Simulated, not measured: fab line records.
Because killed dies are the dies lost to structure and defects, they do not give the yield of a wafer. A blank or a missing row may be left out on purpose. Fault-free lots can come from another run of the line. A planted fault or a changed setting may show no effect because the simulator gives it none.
A lot that was struck, set against a sound lot ; flow nandHarc ; 24 out of 1159 route steps
Sound: the wafers L333.1, L333.4, L333.5. Wafers struck: L340.3, L340.5. Last of all comes the cause.
Per side, at each step with rows, come the tool, then ch with its chambers, and then its first start. Under that, the readings that differ: sound wafers ; struck wafers ; difference of the means ; sigmas: that difference in standard deviations of wafers without a fault.
alike: same words and numbers on both sides, and readings whose means sit less than 2 such deviations apart. not compared: any withheld reading, any reading some wafer has no value for, any bound like >300 that may hide the same value, and any number with overlapping values for which the record gives no deviation.
The two part at a step that has a row with sigmas, a row that says differs or no value, or rows on one side only. When numbers do not overlap yet have no deviation, they are printed without sigmas and do not part them. Lack of a reading on every wafer of one side parts them only where that side has two or more wafers.

first, 1 step without rows for these wafers: NHARC_A_CHANNEL_HOLE_D1_ETCH_39 (etches the open film in N2/H2, target depth 260 nm, time 325 s).
NHARC_A_CHANNEL_HOLE_D1_ETCH_34: etches the open film in CF4/CHF3, target depth 154 nm, time 77 s.
  sound: rieDiel-10 ch 1,2,3; struck: rieDiel-09 ch 1,2
  alike: cf4FlowSccm, drypumpMotorCurrentA, oesProductAu, rfVppV, showerheadPlenumPTorr, throttleValvePct
  not compared: rfHoursCounterH
NHARC_A_CHANNEL_HOLE_D1_ETCH_16: etches the open film in O2/COS, target depth 3100 nm, time 806 s.
  sound: rieDiel-10 ch 1,2; struck: rieDiel-09 ch 3
reading;sound;struck;difference;sigmas
oesProductAu (a.u.);0.995 0.976 0.981;1.010 1.007;+0.024;+2
  alike: drypumpMotorCurrentA, rfVppV, showerheadPlenumPTorr, throttleValvePct
  not compared: rfHoursCounterH
NHARC_A_CHANNEL_HOLE_D1_CD_MEAS_18:
  sound: cdSem-03 at day 11 09:25; struck: cdSem-02 at day 12 04:43
  alike: cdNm
then, 1 step without rows for these wafers: NHARC_A_CHANNEL_HOLE_D1_ETCH_19 (etches the open film in C4F8/O2/Ar, time 34.5 s).
NHARC_A_CHANNEL_HOLE_D1_ETCH_20: etches the open film in C4F8/O2/Ar, time 361.9 s, target depth 1600 nm.
  sound on harEtch-01 ch 0,1, day 11 12:33; struck on harEtch-02 ch 0, day 12 05:39
reading;sound;struck;difference;sigmas
drypumpMotorCurrentA (A);6.7 6.8 6.8;5.3 5.3;-1.5;-2
  alike: showerheadPlenumPTorr, throttleValvePct
  not compared: rfHoursCounterH
then, 1 step without rows for these wafers: NHARC_A_CHANNEL_HOLE_D1_ETCH_21 (etches the open film in C4F8/O2/Ar, time 514.3 s, target depth 1600 nm).
NHARC_A_CHANNEL_HOLE_D1_ETCH_22: etches the open film in C4F8/O2/Ar, time 666.7 s, target depth 1600 nm.
  sound on harEtch-01 ch 0,1, day 11 13:20; struck on harEtch-02 ch 0, day 12 06:30
reading;sound;struck;difference;sigmas
drypumpMotorCurrentA (A);6.7 6.8 6.8;5.3 5.3;-1.5;-2
  alike: showerheadPlenumPTorr, throttleValvePct
  not compared: rfHoursCounterH
then, 2 steps without rows for these wafers: NHARC_A_CHANNEL_HOLE_D1_ETCH_23 (etches the open film in C4F8/O2/Ar, time 819 s, target depth 1600 nm); NHARC_A_CHANNEL_HOLE_D1_ETCH_24 (etches the open film in C4F8/O2/Ar, time 906.2 s, target depth 1500 nm).
NHARC_A_CHANNEL_HOLE_D1_ETCH_25: etches the open film in C4F8/O2/Ar, time 1040.2 s, target depth 1500 nm.
  sound on harEtch-01 ch 0,1, day 11 15:25; struck on harEtch-02 ch 0, day 12 08:37
reading;sound;struck;difference;sigmas
drypumpMotorCurrentA (A);6.7 6.8 6.8;5.3 5.3;-1.5;-2
  alike: showerheadPlenumPTorr, throttleValvePct
  not compared: rfHoursCounterH
then, 1 step without rows for these wafers: NHARC_A_CHANNEL_HOLE_D1_ETCH_26 (etches the open film in C4F8/O2/Ar, time 224.1 s, target depth 300 nm).
NHARC_A_CHANNEL_HOLE_D1_ETCH_33: etches the open film in C4F8/O2/Ar, time 90 s, target depth 400 nm.
  sound on harEtch-01 ch 0,1, day 11 16:24; struck on harEtch-02 ch 0, day 12 09:28
reading;sound;struck;difference;sigmas
drypumpMotorCurrentA (A);6.7 6.8 6.8;5.3 5.3;-1.5;-2
  alike: showerheadPlenumPTorr, throttleValvePct
  not compared: rfHoursCounterH
then, 7 steps without rows for these wafers: NHARC_A_CHANNEL_HOLE_D1_STRIP_41 (strips in N2/H2); NHARC_A_CHANNEL_HOLE_D1_STRIP_42 (strips in CF4/CHF3); NHARC_A_CHANNEL_HOLE_D1_STRIP_43 (strips in O2/COS); NHARC_A_CHANNEL_HOLE_D1_ETCH_44 (etches the open film in CF4/O2, target depth 140 nm, overetch 14 nm, time 77 s); NHARC_A_CHANNEL_HOLE_D1_STRIP_27 (strips in O2); NHARC_A_CHANNEL_HOLE_D1_PRECLEAN_28 (cleans in SC1); NHARC_A_CHANNEL_HOLE_D1_SRD_29.
NHARC_A_CHANNEL_HOLE_D1_CD_MEAS_30:
  sound: cdSem-01 at day 11 17:55; struck: cdSem-03 at day 12 10:56
  alike: cdNm
then, 1 step without rows for these wafers: NHARC_A_CHANNEL_HOLE_D1_XSEM_31.
NHARC_A_CHANNEL_HOLE_D1_INSPECT_40:
  sound: defectInspect-02 at day 11 18:06; struck: defectInspect-01 at day 12 11:18
reading;sound;struck;difference;sigmas
rawDefectCount;66 62 86;1064 1096;+1009;+67
  not compared: hold
-- jump in the record: it breaks off in module A_CHANNEL_HOLE_D1 and resumes in module END (first step shown: number 1159 of the route), and 14 days separate the struck wafers' starts before and after --
NHARC_END_SORT_01:
  here the record holds rows for the struck wafers (prober-01 ch 0, day 26 20:16) but none for the sound ones

== WHERE THEY PART ==
First at NHARC_A_CHANNEL_HOLE_D1_ETCH_16; last, within this record, at NHARC_END_SORT_01.

WHY: the cause the simulator had injected
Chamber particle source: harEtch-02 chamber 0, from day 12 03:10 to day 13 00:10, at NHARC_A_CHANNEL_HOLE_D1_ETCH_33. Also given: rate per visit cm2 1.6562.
